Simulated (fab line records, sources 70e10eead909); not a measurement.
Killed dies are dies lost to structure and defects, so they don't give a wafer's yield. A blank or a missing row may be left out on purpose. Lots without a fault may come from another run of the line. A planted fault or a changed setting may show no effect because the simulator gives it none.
fab line records | flow nand_harc
record lots=11 wafers=33 last_day=34
route steps=1302 shown A_STAIRCASE@808 END@1302
lots that met no fault: from a run of the same line without faults
start_h: hours from the record's first day to the start of the lot's first wafer shown | wait_h: hours since the lot's step before | " the same as in the row above | L1.1+2: a row that stands for several wafers | - no value, or no start given | * or withheld: withheld | < > ~ a bound
route shown NAME@n: a module of which the file shows steps, and the number in the route of the first | usual: mean/standard deviation of fault-free wafers | same: alike in all rows | chamber/n: place in a boat | sites: the reading at each site | _std_site: their standard deviation | _edge_site: outer sites' mean less inner sites' | radius_mm: how far each site lies from the wafer's centre | mask NAME#n: copy n | behind: the tool/chamber that last shaped the wafer | hold: why the lot was held/for how many hours/how that ended | device: the transistor (n, p or np) that didn't switch | end of line: the same wafers' tests at the end of the route | a step without rows: its recipe alone | killed: dies lost to structure and defects at the first sort, not the wafer's yield | map: a wafer's dies, x killed, . not, _ none there
set.NAME: the setting as run; set.NAME@STEP: as run at that earlier step | model.NAME: the simulator's own value behind a step, which no gauge read
steps of the route over a sample of lots; a table a step, a row a wafer
services: from which hour (start_h, from the record's first day; less than 0 if before it) a tool's chamber was out of use, for how many hours, and why
## steps
# step NHARC_A_STAIRCASE_ETCH_292
# recipe cf4_flow_sccm=100 chf3_flow_sccm=30 ar_flow_sccm=0 rf_w=500 bias_w=200 chemistry=CF4/CHF3
# usual bias_w=200.0/0.65 cf4_flow_sccm=100.0/0.35 drypump_motor_current_A=5.6/0.4 oes_product_au=0.938/0.02 rf_vpp_V=370.9/2.6 showerhead_plenum_p_Torr=1.58/0.073 throttle_valve_pct=16.802/0.0097
# columns lot.wafer tool chamber start_h wait_h bias_w cf4_flow_sccm drypump_motor_current_A oes_product_au rf_hours_counter_h rf_vpp_V showerhead_plenum_p_Torr throttle_valve_pct
L752.3 rie_diel-05 2 384.60 0.1 199.4 100.4 6.5 0.964 53 367.7 1.47 16.803
L752.5 " 0 " " 200.5 99.7 5.6 0.983 - 373.1 1.69 16.796
L752.6 " 1 " " 201.2 99.8 5.3 0.973 - 368.2 1.50 16.792
L753.2 rie_diel-05 3 394.95 0.1 200.2 100.4 5.2 0.941 54 371.4 1.62 16.804
L753.1 " 1 " " 200.7 99.9 5.3 0.934 52 368.0 1.50 16.790
L753.5 " 0 " " 200.1 100.4 5.6 0.929 - 372.7 1.69 16.798
L754.2 rie_diel-01 0 399.87 0.1 201.5 99.6 5.4 0.979 3 372.4 1.58 16.794
L754.5 " 2 " " 199.7 100.6 6.0 0.981 - 374.4 1.67 16.806
L754.6 " 3 " " 198.7 99.4 5.1 0.969 - 370.5 1.56 16.783
L755.2 rie_diel-13 0 403.42 0.1 199.9 100.1 5.3 0.920 19 369.0 1.48 16.803
L755.3 " 1 " " 200.4 100.2 5.5 0.923 20 369.0 1.52 16.809
L755.5 " 1 " " 200.6 100.1 5.5 0.929 - 370.6 1.52 16.800
L756.1 rie_diel-13 0 408.90 0.1 200.5 99.7 5.3 0.906 20 366.5 1.48 16.804
L756.5 " 2 " " 200.0 100.3 5.6 0.924 - 371.0 1.55 16.801
L756.6 " 3 " " 199.8 99.7 5.7 0.918 - 369.4 1.55 16.790
L758.2 rie_diel-01 2 446.07 3.4 200.4 99.7 6.0 0.929 21 373.2 1.67 16.793
L758.3 " 0 " " 199.5 100.2 5.4 0.930 21 370.6 1.58 16.811
L758.5 " 2 " " 200.0 100.1 5.9 0.927 - 373.4 1.67 16.799
L765.1 rie_diel-13 3 511.01 0.1 201.0 100.4 5.7 0.958 49 367.9 1.54 16.799
L765.3 " 2 " " 199.7 99.8 5.6 0.965 43 369.9 1.54 16.807
L765.6 " 0 " " 200.6 100.1 5.3 0.971 - 367.4 1.47 16.799
L767.2 rie_diel-01 3 525.14 0.1 199.7 99.8 5.1 0.940 39 370.1 1.55 16.807
L767.5 " 0 " " 200.1 99.9 5.4 0.938 - 371.6 1.57 16.808
L767.6 " 1 " " 200.0 100.2 6.2 0.926 - 374.4 1.66 16.809
L766.2 rie_diel-01 2 527.03 0.1 200.3 99.4 6.0 0.924 42 374.1 1.66 16.808
L766.3 " 0 " " 200.9 100.2 5.3 0.929 42 370.7 1.57 16.817
L766.5 " 1 " " 201.0 100.4 6.2 0.918 - 373.8 1.66 16.792
L769.2 rie_diel-13 3 558.06 0.1 199.6 100.1 5.7 0.945 11 368.3 1.53 16.794
L769.4 " 2 " " 200.5 99.6 5.6 0.933 9 370.0 1.54 16.804
L769.6 " 3 " " 200.3 99.8 5.7 0.935 - 370.0 1.53 16.799
L775.2 rie_diel-05 3 619.51 0.1 199.9 100.1 5.2 0.933 7 371.5 1.60 16.785
L775.1 " 1 " " 200.0 100.1 5.3 0.926 9 368.2 1.48 16.792
L775.5 " 2 " " 199.6 100.4 6.5 0.921 - 374.9 1.70 16.804
# step NHARC_A_STAIRCASE_ETCH_313
# recipe cf4_flow_sccm=100 chf3_flow_sccm=30 ar_flow_sccm=0 rf_w=500 bias_w=200 chemistry=CF4/CHF3
# usual bias_w=199.9/0.63 cf4_flow_sccm=100.0/0.35 drypump_motor_current_A=5.6/0.42 oes_product_au=0.929/0.013 rf_vpp_V=370.8/2.7 showerhead_plenum_p_Torr=1.58/0.076 throttle_valve_pct=16.802/0.0082
# columns lot.wafer tool chamber start_h wait_h bias_w cf4_flow_sccm drypump_motor_current_A oes_product_au rf_hours_counter_h rf_vpp_V showerhead_plenum_p_Torr throttle_valve_pct
L752.3 rie_diel-05 1 396.71 0.1 199.2 99.3 5.3 0.929 53 367.4 1.50 16.793
L752.6 " 3 " " 200.0 100.0 5.2 0.939 - 372.0 1.62 16.799
L752.5 " 0 " " 199.9 99.8 5.6 0.927 - 374.8 1.69 16.804
L753.2 rie_diel-05 2 401.55 0.1 199.2 99.8 6.5 0.925 58 367.3 1.47 16.817
L753.1 " 0 " " 200.2 99.7 5.6 0.931 49 374.6 1.69 16.804
L753.5 " 2 " " 200.3 100.0 6.5 0.925 - 365.9 1.47 16.809
L754.2 rie_diel-13 0 407.10 0.1 200.1 100.2 5.3 0.921 20 367.8 1.48 16.817
L754.5 " 2 " " 199.7 99.8 5.6 0.922 - 369.9 1.55 16.797
L754.6 " 3 " " 200.4 100.0 5.7 0.924 - 369.4 1.55 16.798
L755.2 rie_diel-01 2 411.49 0.1 199.0 100.7 5.9 0.940 10 371.9 1.67 16.808
L755.3 " 0 " " 200.6 100.1 5.4 0.917 10 371.2 1.58 16.787
L755.5 " 2 " " 198.8 100.1 5.9 0.941 - 373.3 1.67 16.807
L756.1 rie_diel-01 0 414.58 0.6 199.9 100.2 5.4 0.929 11 371.4 1.58 16.790
L756.6 " 3 " " 200.2 99.9 5.1 0.921 - 369.7 1.55 16.785
L756.5 " 0 " " 200.0 100.9 5.4 0.936 - 370.7 1.58 16.806
L758.2 rie_diel-01 1 451.30 0.1 200.1 100.4 6.2 0.923 17 373.8 1.67 16.812
L758.3 " 2 " " 200.5 100.1 5.9 0.946 22 373.8 1.67 16.806
L758.5 " 1 " " 201.0 99.9 6.2 0.924 - 373.4 1.67 16.791
L765.1 rie_diel-01 1 520.17 0.1 200.2 99.9 6.1 0.938 34 374.8 1.66 16.810
L765.3 " 2 " " 199.1 100.8 6.0 0.941 41 373.3 1.66 16.804
L765.6 " 1 " " 199.8 100.0 6.2 0.941 - 374.6 1.66 16.791
L767.2 rie_diel-01 0 532.50 0.2 - - - - - - - -
L767.6 " 1 " " - - - - - - - -
L767.5 " 2 " " - - - - - - - -
L766.3 rie_diel-01 1 532.58 0.1 - - - - - - - -
L766.2 " 3 " " - - - - - - - -
L766.5 " 1 " " - - - - - - - -
L769.4 rie_diel-05 1 566.28 0.1 198.4 99.8 5.3 0.928 46 366.7 1.49 16.796
L769.2 " 3 " " 200.6 100.4 5.1 0.924 41 372.2 1.61 16.803
L769.6 " 1 " " 199.9 99.8 5.3 0.925 - 366.4 1.49 16.799
L775.1 rie_diel-13 0 625.02 0.1 200.4 100.3 5.3 0.914 42 366.9 1.46 16.798
L775.2 " 3 " " 201.0 99.6 5.7 0.925 40 369.2 1.53 16.798
L775.5 " 0 " " 200.3 100.0 5.3 0.920 - 365.1 1.46 16.808
# step NHARC_A_STAIRCASE_ETCHBACK_416
# recipe target_depth_a=360 time_s=7.2 c4f8_flow_sccm=withheld o2_flow_sccm=8 ar_flow_sccm=withheld rf_w=600 bias_w=800 chemistry=C4F8/O2/Ar
# usual bias_w=799.8/2.4 oes_product_au=0.94/0.032 rf_vpp_V=723/4.8
# columns lot.wafer tool chamber start_h wait_h bias_w oes_product_au rf_hours_counter_h rf_vpp_V
L752.3 rie_diel-13 2 - - 798.7 0.93 12 722
L752.5 " 2 " " 799.6 0.93 - 722
L752.6 " 3 " " 797.9 0.93 - 722
L753.1 rie_diel-13 1 - - 797.2 0.92 21 720
L753.2 " 2 " " 804.8 0.93 14 723
L753.5 " 0 " " 799.8 0.91 - 716
L754.2 rie_diel-01 1 - - 802.5 0.92 4 729
L754.6 " 3 " " 800.0 0.92 - 722
L754.5 " 0 " " 798.0 0.94 - 724
L755.2 rie_diel-13 3 - - 799.1 0.93 17 723
L755.3 " 0 " " 800.5 0.92 23 717
L755.5 " 2 " " 803.4 0.94 - 723
L756.1 rie_diel-05 3 - - 799.6 1.01 0 725
L756.5 " 2 " " 802.5 1.00 - 717
L756.6 " 3 " " 797.5 1.00 - 727
L758.3 rie_diel-05 3 - - 797.7 0.93 13 725
L758.2 " 1 " " 799.4 0.94 17 717
L758.5 " 3 " " 797.8 0.93 - 726
L765.1 rie_diel-01 3 - - 799.7 0.94 39 721
L765.3 " 1 " " 803.4 0.93 34 730
L765.6 " 3 " " 802.9 0.94 - 723
L767.2 rie_diel-13 1 - - 798.6 1.00 6 720
L767.5 " 1 " " 799.8 0.99 - 718
L767.6 " 2 " " 799.7 1.00 - 722
L766.2 rie_diel-13 2 - - 800.6 1.01 3 723
L766.3 " 0 " " 799.5 0.99 6 716
L766.5 " 2 " " 798.2 1.01 - 721
L769.4 rie_diel-05 3 - - 803.8 0.93 42 725
L769.2 " 0 " " 797.6 0.92 45 731
L769.6 " 2 " " 804.9 0.91 - 716
L775.1 rie_diel-05 1 - - 798.6 0.93 11 718
L775.2 " 2 " " 796.7 0.93 11 731
L775.5 " 3 " " 801.0 0.94 - 725
# step NHARC_A_STAIRCASE_DEP_151
# recipe target_thk_a=72000 temp_c=400 target_thk_nm=7200 teos_flow_sccm=200 rf_w=500 material=SiO2
# usual heater_power_w=674/110 susceptor_temp_C=399.98/0.23
# columns lot.wafer tool chamber start_h wait_h heater_power_w susceptor_temp_C
L752.3 pecvd-03 0 415.46 0.5 562 399.91
L752.5 " 2 " " 528 399.94
L752.6 " 0 " " 478 400.17
L753.1 pecvd-03 2 419.27 0.5 542 399.53
L753.2 " 0 " " 584 400.09
L753.5 " 1 " " 639 399.98
L754.2 pecvd-04 1 419.37 0.6 630 399.79
L754.6 " 1 " " 633 400.05
L754.5 " 2 " " 635 399.97
L756.1 pecvd-04 1 426.51 0.4 759 400.30
L756.6 " 2 " " 661 399.94
L756.5 " 0 " " 696 399.72
L755.3 pecvd-03 1 426.61 0.5 814 400.38
L755.2 " 2 " " 669 399.97
L755.5 " 0 " " 475 400.34
L758.2 pecvd-04 1 465.74 0.5 779 399.82
L758.3 " 2 " " 655 400.08
L758.5 " 2 " " 661 400.35
L765.3 pecvd-04 0 538.22 0.4 846 399.88
L765.1 " 1 " " 749 399.82
L765.6 " 0 " " 699 400.35
L767.2 pecvd-02 2 547.88 0.6 969 400.28
L767.6 " 0 " " 686 399.62
L767.5 " 2 " " 779 399.72
L766.2 pecvd-04 2 547.97 0.7 797 399.89
L766.3 " 1 " " 801 399.96
L766.5 " 1 " " 709 399.87
L769.2 pecvd-04 2 585.73 0.5 816 399.85
L769.4 " 1 " " 719 400.18
L769.6 " 2 " " 642 399.78
L775.2 pecvd-02 2 639.92 0.4 912 400.14
L775.1 " 0 " " 777 400.27
L775.5 " 1 " " 685 399.99
# step NHARC_END_SORT_01
# recipe temp_c=25
# usual killed_at_array=59/24 killed_at_other=0.7/1.2 killed_at_periphery=3.5/2.6 killed_dies=63/24 killed_open=3.2/2.1 killed_short=2.4/1.5
# same gross_dies=677
# columns lot.wafer tool chamber start_h wait_h killed_at_array killed_at_other killed_at_periphery killed_dies killed_open killed_short
L767.2 prober-01 0 708.65 2.8 672 0 5 677 2 3
L767.5 prober-01 0 711.08 3.7 672 1 4 677 5 3
L767.6 prober-01 0 711.88 4.0 668 2 7 677 4 3
L766.2 prober-02 0 708.66 2.8 676 0 1 677 3 2
L766.3 prober-02 0 709.47 3.1 676 0 1 677 4 3
L766.5 prober-02 0 711.09 3.8 675 0 2 677 2 2
# killed by level:class
L767.2 A_STAIRCASE:area_etch=619 A_CHANNEL_HOLE_D2:chamber_film_flake=19 A_CHANNEL_HOLE_D1:chamber_film_flake=11 A_CONTACT:chamber_film_flake=10 P_GATE:chamber_film_flake=4 A_SLIT:chamber_film_flake=4 A_DECK1_JOINT:chamber_film_flake=2 P_M1:geometric_particle:short=1
L766.2 A_STAIRCASE:area_etch=632 A_CHANNEL_HOLE_D1:chamber_film_flake=33 A_CONTACT:chamber_film_flake=4 A_STAIRCASE:chamber_film_flake=2 P_M0:geometric_particle:open=1 A_ONON_D2:geometric_particle:open=1 A_ONON_D2:geometric_particle:short=1 A_SGD_CUT:geometric_particle:short=1
L766.3 A_STAIRCASE:area_etch=620 A_CHANNEL_HOLE_D1:chamber_film_flake=34 A_ZERO_WELL:chamber_film_flake=5 A_SLIT:chamber_film_flake=5 A_STAIRCASE:chamber_film_flake=3 P_CONTACT:geometric_particle:open=1 A_DECK1_JOINT:geometric_particle:open=1 A_DECK1_JOINT:geometric_particle:short=1
L767.5 A_STAIRCASE:area_etch=620 A_CHANNEL_HOLE_D2:chamber_film_flake=25 A_CONTACT:chamber_film_flake=12 A_CHANNEL_HOLE_D1:chamber_film_flake=6 P_GATE:geometric_particle:short=1 A_SOURCE_PLATE:geometric_particle:open=1 A_CHANNEL_HOLE_D1:geometric_particle:short=1 A_CHANNEL_FILL_D1:geometric_particle:open=1
L766.5 A_STAIRCASE:area_etch=634 A_CHANNEL_HOLE_D1:chamber_film_flake=32 A_ZERO_WELL:chamber_film_flake=3 P_M1:geometric_particle:short=1 A_ONON_D1:geometric_particle:open=1 A_CHANNEL_HOLE_D1:geometric_particle:open=1 A_CHANNEL_FILL_D2:geometric_particle:short=1 P_ZERO_WELL:chamber_film_flake=1
L767.6 A_STAIRCASE:area_etch=621 A_CHANNEL_HOLE_D2:chamber_film_flake=17 A_CONTACT:chamber_film_flake=13 A_SLIT:chamber_film_flake=5 A_CHANNEL_HOLE_D1:chamber_film_flake=3 A_STAIRCASE:chamber_film_flake=3 A_CHANNEL_HOLE_D1:geometric_particle:open=2 P_STI:chamber_film_flake=2
## services
# columns tool chamber start_h hours kind
rie_diel-13 - 362.98 1.1 repair
pecvd-03 - 366.57 13.0 pm
pecvd-04 2 369.26 6.9 repair
rie_diel-01 1 370.55 30.6 repair
rie_diel-01 - 380.95 9.0 pm
pecvd-04 0 401.05 19.2 repair
rie_diel-05 - 406.63 9.0 pm
rie_diel-01 - 431.97 0.4 repair
rie_diel-13 2 445.07 16.4 repair
pecvd-03 - 449.71 0.7 repair
pecvd-04 - 450.35 13.0 pm
rie_diel-01 3 452.02 15.6 repair
pecvd-03 2 466.45 5.7 repair
pecvd-03 - 485.79 0.9 repair
rie_diel-13 0 499.96 6.0 repair
rie_diel-05 3 519.22 5.4 repair
rie_diel-13 - 520.19 9.0 pm
pecvd-03 - 545.62 1.8 repair
pecvd-03 - 547.79 13.0 pm
rie_diel-01 - 557.95 9.0 pm
rie_diel-05 - 583.68 9.0 pm
rie_diel-01 3 587.32 13.6 repair
rie_diel-01 1 607.46 7.0 repair
pecvd-04 - 631.35 13.0 pm
## key
first_sign step=NHARC_A_STAIRCASE_ETCH_313 reading=tool_record direction=missing
effect step=NHARC_END_SORT_01 reading=killed_at_array direction=up sigmas=26 usual=59 struck=673
more_kills_born_at NHARC_A_STAIRCASE_ETCH_313@rie_diel-01=3748
met_at NHARC_A_STAIRCASE_ETCH_313
struck_lots L766,L767
later_rows_left_out L766.2,L766.3,L766.5,L767.2,L767.5,L767.6
tester_left_out L766,L767
not_acting_at NHARC_A_STAIRCASE_ETCH_292,NHARC_A_STAIRCASE_ETCHBACK_416,NHARC_A_STAIRCASE_DEP_151
onset_between 520.17 532.50
fault kind=skipped_step_whole tool=rie_diel-01 chamber=- onset_h=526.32 steps=NHARC_A_STAIRCASE_ETCH_313 scope=struck_lots_only
# tester_left_out: of these lots the tester's yield and bins aren't shown, on N5 and GAA mostly nor the transistor test; their killed dies are dies lost to structure and defects alone, not to doping, threshold or leakage, so they don't give the yield
# later_rows_left_out: the simulator's readings of these wafers behind a module that went badly wrong aren't trusted and aren't shown, but for the sort
